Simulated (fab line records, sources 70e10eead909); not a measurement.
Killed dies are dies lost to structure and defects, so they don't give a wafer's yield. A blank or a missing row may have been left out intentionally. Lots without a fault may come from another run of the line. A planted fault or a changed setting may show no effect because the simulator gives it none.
fab line records    flow nand-harc
[record] lots = 6  wafers = 18  last-day = 23
route steps=1159 shown A_BONDPAD@1059
lots that met no fault: taken from a fault-free run of the same line
start-h: hours from the record's opening day to when the first of the lot's shown wafers began    wait-h: hours elapsed since this lot's preceding step    " as in the row above    L1.1+2: a single row standing in for several wafers    - no value present, or no start provided    * or withheld: withheld    < > ~ a bound
route shown NAME@n: NAME is a module with steps in the file, n the number in the route of the first one    usual: the fault-free wafers' mean and standard deviation    same: alike in all rows    chamber/n: place in a boat    sites: readings site by site    _std_site: the values' standard deviation    _edge_site: the outer-site mean with the inner-site mean subtracted    radius-mm: for every site, how far away it sits from the centre of the wafer    mask NAME#n: copy n    behind: the last tool/chamber to shape the wafer    hold: why the lot went on hold/how many hours it stayed there/how the hold came to an end    device: which transistor (n, p or np) failed to switch    end of line: the route-end tests of the same wafers    for a step that has no rows: nothing shown but its recipe    killed: at the first sort, the dies lost to defects and structure; wafer yield is something else    map: shows each die of a wafer: x if killed, . if not, _ if none is there
set.NAME: the setting as run; set.NAME@STEP: as run at that earlier step    model.NAME: the simulator's own value behind a step, which no gauge read
certain route steps with their lots: each step a table, each wafer a row
services: from which hour (start-h, from the record's first day; less than 0 if before it) a tool's chamber was out of use, for how many hours, and why
[[steps]]
[step NHARC_A_BONDPAD_DEP_00]
[recipe] target-thk-a = 2500  temp-c = 370  target-thk-nm = 250  pressure-torr = 3  flow-sccm = 200  rf-w = 450  material = SiCN
[usual] heater-power-outer-w = 342/58  heater-power-w = 592/93  showerhead-vpp-V = 1336/61
lot.wafer  tool      chamber  start-h  wait-h  heater-power-outer-w  heater-power-w  showerhead-vpp-V  since-wet-clean-h
L899.2     pecvd-04  1        412.01   -       429                   720             1337              22
L899.1     "         0        "        "       383                   690             1389              22
L899.5     "         2        "        "       342                   561             1265              -
L896.2     pecvd-01  1        436.69   -       289                   479             1262              5
L896.4     "         1        "        "       303                   507             1243              -
L896.5     "         2        "        "       247                   461             1312              -
L906.2     pecvd-04  1        -        -       371                   635             1323              94
L906.1     "         0        "        "       363                   671             1400              94
L906.4     "         1        "        "       392                   655             1321              -
L908.2     pecvd-04  0        484.94   -       393                   707             1396              95
L908.4     "         0        "        "       402                   700             1403              -
L908.6     "         1        "        "       438                   707             1313              -
L912.2     pecvd-01  0        496.49   -       344                   667             1276              65
L912.5     "         0        "        "       349                   645             1292              -
L912.4     "         1        "        "       329                   556             1224              -
L913.2     pecvd-04  1        511.94   -       459                   748             1301              122
L913.4     "         1        "        "       459                   768             1322              -
L913.5     "         0        "        "       351                   648             1389              -
[step NHARC_A_BONDPAD_CMP_29]
[recipe] target-thk-nm = 200  material = SiCN
[usual] edge-zone-pressure-frac = 1.000/0.0053  motor-current-A = 12.0/0.85
lot.wafer  tool    chamber  start-h  wait-h  edge-zone-pressure-frac  motor-current-A
L899.1     cmp-01  2        412.42   -       1.004                    12.2
L899.2     "       1        "        "       1.004                    11.2
L899.5     "       3        "        "       1.001                    12.6
L896.2     cmp-03  3        437.16   0.4     1.000                    13.1
L896.4     "       2        "        "       0.995                    11.6
L896.5     "       0        "        "       0.998                    11.7
L906.1     cmp-01  1        484.19   -       0.998                    10.7
L906.2     "       2        "        "       1.001                    12.6
L906.4     "       3        "        "       1.002                    12.8
L908.4     cmp-02  2        485.30   -       1.004                    11.3
L908.2     "       1        "        "       1.003                    12.7
L908.6     "       2        "        "       1.008                    10.8
L912.2     cmp-01  2        496.85   -       0.999                    12.1
L912.4     "       1        "        "       1.000                    10.8
L912.5     "       2        "        "       1.004                    12.5
L913.2     cmp-02  0        512.35   -       1.005                    11.7
L913.4     "       1        "        "       1.004                    12.8
L913.5     "       0        "        "       1.004                    12.2
[step NHARC_A_BONDPAD_THK_MEAS_30]
[recipe] thk-meas-gauge = ellipsometry
[usual] thk-nm = 199.9/1.5
lot.wafer  tool           chamber  start-h  wait-h  thk-nm
L899.1     film-metro-01  -        412.67   0.2     200.1
L899.2     "              -        "        "       202.3
L899.5     "              -        "        "       202.0
L896.2     film-metro-02  -        437.41   0.2     200.1
L896.4     "              -        "        "       199.3
L896.5     "              -        "        "       198.0
L906.1     film-metro-01  -        484.41   0.2     199.4
L906.2     "              -        "        "       199.2
L906.4     "              -        "        "       201.4
L908.2     film-metro-02  -        485.55   0.2     201.2
L908.4     "              -        "        "       205.2
L908.6     "              -        "        "       202.6
L912.2     film-metro-01  -        497.10   0.2     197.4
L912.4     "              -        "        "       199.7
L912.5     "              -        "        "       197.4
L913.2     film-metro-02  -        512.60   0.2     200.6
L913.4     "              -        "        "       202.4
L913.5     "              -        "        "       199.0
[step NHARC_A_BONDPAD_SRD_31]
[step NHARC_A_BONDPAD_DEHYDRATE_01]
[recipe] temp-c = 150  time-s = 120
[step NHARC_A_BONDPAD_HMDS_02]
[recipe] time-s = 30
[step NHARC_A_BONDPAD_COAT_33]
[recipe] temp-c = 200  time-s = 65
[step NHARC_A_BONDPAD_COAT_03]
[recipe] spin-rpm = 2000  resist-thk-nm = 600
[step NHARC_A_BONDPAD_SOFTBAKE_04]
[recipe] temp-c = 125  time-s = 70
[step NHARC_A_BONDPAD_EBR_05]
[step NHARC_A_BONDPAD_EXPOSE_06]
[recipe] na = 0.55  dose-mj = 36.99  mask-id = A_BPAD
[step NHARC_A_BONDPAD_PEB_07]
[recipe] peb-temp-c = 128  peb-time-s = 80
[step NHARC_A_BONDPAD_DEVELOP_08]
[recipe] time-s = 50  dev-temp-c = 22
[usual] chill-plate-temp-C = 22.99/0.1  developer-temp-C = 22.01/0.098
lot.wafer  tool            chamber  start-h  wait-h  chill-plate-temp-C  developer-temp-C
L899.1     litho-track-03  0        413      -       23.13               21.96
L899.2     "               0        "        "       23.01               22.03
L899.5     "               0        "        "       23.03               21.94
L896.2     litho-track-02  0        437      -       23.10               22.11
L896.4     "               0        "        "       23.16               21.97
L896.5     "               0        "        "       23.08               22.06
L906.1     litho-track-05  -        484      -       -                   -
L906.2     "               -        "        "       -                   -
L906.4     "               -        "        "       -                   -
L908.2     litho-track-02  -        486      -       -                   -
L908.4     "               -        "        "       -                   -
L908.6     "               -        "        "       -                   -
L912.2     litho-track-03  0        497      -       22.95               22.06
L912.4     "               0        "        "       22.88               22.02
L912.5     "               0        "        "       22.81               22.02
L913.2     litho-track-03  0        513      -       23.01               22.16
L913.4     "               0        "        "       23.06               21.96
L913.5     "               0        "        "       22.94               21.96
[step NHARC_A_BONDPAD_CD_MEAS_09]
[recipe] target-cd-nm = 500  landing-energy-ev = 500
[usual] cd-nm = 498.3/2.8
lot.wafer  tool       chamber  start-h  wait-h  cd-nm
L899.1     cd-sem-02  0        413.24   -       497.4
L899.2     "          0        "        "       497.9
L899.5     "          0        "        "       499.5
L896.2     cd-sem-03  0        437.85   -       498.4
L896.4     "          0        "        "       499.0
L896.5     "          0        "        "       500.0
L906.1     cd-sem-02  0        484.85   -       493.8
L906.2     "          0        "        "       498.5
L906.4     "          0        "        "       498.0
L908.2     cd-sem-02  0        486.12   -       498.3
L908.4     "          0        "        "       498.2
L908.6     "          0        "        "       502.3
L912.2     cd-sem-02  0        497.67   -       501.3
L912.4     "          0        "        "       504.8
L912.5     "          0        "        "       501.9
L913.2     cd-sem-02  0        513.17   -       495.9
L913.4     "          0        "        "       496.0
L913.5     "          0        "        "       499.9
[[services]]
tool            chamber  start-h  hours  kind
pecvd-04        0        390.30   -      clean
pecvd-04        1        390.30   -      clean
pecvd-04        2        390.30   -      clean
litho-track-05  -        412.00   7.0    pm
pecvd-01        -        418.44   13.0   pm
pecvd-01        0        418.44   13.0   vent-cycle
pecvd-01        1        418.44   13.0   vent-cycle
pecvd-01        2        418.44   13.0   vent-cycle
cmp-02          -        422.72   4.0    pm
cmp-02          -        426.72   -      consumable-replace:conditioner
cmp-02          -        426.72   -      consumable-replace:pad
pecvd-01        0        431.44   -      clean
pecvd-01        1        431.44   -      clean
cmp-03          -        450.22   4.0    pm
pecvd-04        2        460.88   4.9    repair
pecvd-01        2        466.49   4.1    repair
cmp-03          -        466.76   5.8    repair
pecvd-01        -        470.73   0.7    repair
cmp-01          -        474.33   4.0    pm
cmp-02          -        475.37   0.5    repair
cmp-01          -        478.33   -      consumable-replace:conditioner
cmp-01          -        478.33   -      consumable-replace:pad
cmp-03          -        481.23   18.0   repair
cmp-02          -        496.43   1.2    repair
[[key]]
[first-sign] step = NHARC_A_BONDPAD_DEVELOP_08  reading = tool-record  direction = missing
effect none on later readings
met-at NHARC_A_BONDPAD_DEVELOP_08
struck-wafers L906.1,L906.2,L906.4,L908.2,L908.4,L908.6
sort-left-out L906.1,L906.2,L906.4,L908.2,L908.4,L908.6
onset-between 437 484
[fault] kind = skipped-step-whole  tool = litho-track-02,litho-track-05  chamber = -  onset-h = 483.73  steps = NHARC_A_BONDPAD_DEVELOP_08  scope = struck-lots-only
// sort-left-out: the simulated sort isn't trusted on such a fault, so these wafers' sort isn't shown, and their yield isn't known
